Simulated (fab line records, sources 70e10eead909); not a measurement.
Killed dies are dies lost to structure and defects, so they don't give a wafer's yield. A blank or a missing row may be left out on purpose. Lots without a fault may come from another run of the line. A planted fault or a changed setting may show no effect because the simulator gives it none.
Chamber matching | flow nand_harc | NHARC_A_SGD_CUT_ETCHBACK_24 on rie_diel-11: 4 sister chambers
The step etches the open film in CH3F/O2, target depth 50 nm, time 92.857 s. 8 wafers are shown with their chamber, then 11 later ones without.

WAFERS WITH THEIR CHAMBER
wafer  | chamber | drypump_motor_current_A (A) | rf_vpp_V (V)
L075.2 | 2       | 5.28                        | 244.4
L084.2 | 1       | 5.59                        | 247.3
L087.4 | 3       | 6.04                        | 242.8
L087.6 | 0       | 5.63                        | 243.6
L092.1 | 2       | 5.27                        | 243.6
L092.2 | 3       | 6.03                        | 243.3
L092.3 | 0       | 5.61                        | 244.0
L093.1 | 1       | 5.58                        | 246.6

WAFERS WITHOUT THEIR CHAMBER
wafer  | drypump_motor_current_A (A) | rf_vpp_V (V)
L093.4 | 5.65                        | 243.9
L093.5 | 5.28                        | 243.7
L095.2 | 5.56                        | 245.1
L095.4 | 5.56                        | 244.4
L095.6 | 6.03                        | 242.4
L096.1 | 5.59                        | 246.1
L096.2 | 6.03                        | 241.7
L096.5 | 5.62                        | 242.7
L097.1 | 6.04                        | 240.8
L097.2 | 5.57                        | 245.3
L097.6 | 5.63                        | 243.1

WHICH CHAMBER EACH WENT THROUGH
wafer  | from the rows above     | in truth
L093.4 | 0                       | 0
L093.5 | 2                       | 2
L095.2 | 1                       | 1
L095.4 | can't be placed: 1 or 0 | 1
L095.6 | 3                       | 3
L096.1 | 1                       | 1
L096.2 | 3                       | 3
L096.5 | 0                       | 0
L097.1 | 3                       | 3
L097.2 | 1                       | 1
L097.6 | 0                       | 0
Placed correctly: 10 of 11. Can't be placed from these rows: 1 (the true chamber is among the candidates in 1). Placed wrongly: 0.
How it was worked out, from the rows above alone: a wafer's distance from a chamber is the root of the sum, over the readings, of the square of ((its reading less the chamber's mean) divided by the reading's scatter). The wafer belongs to the nearest chamber; if the next one is less than 2 further off, it can't be placed. A chamber's mean is the mean of its shown wafers. The scatter: the root of (the sum of the squares of (reading less its chamber's mean) over the shown wafers, divided by (wafers less chambers)).
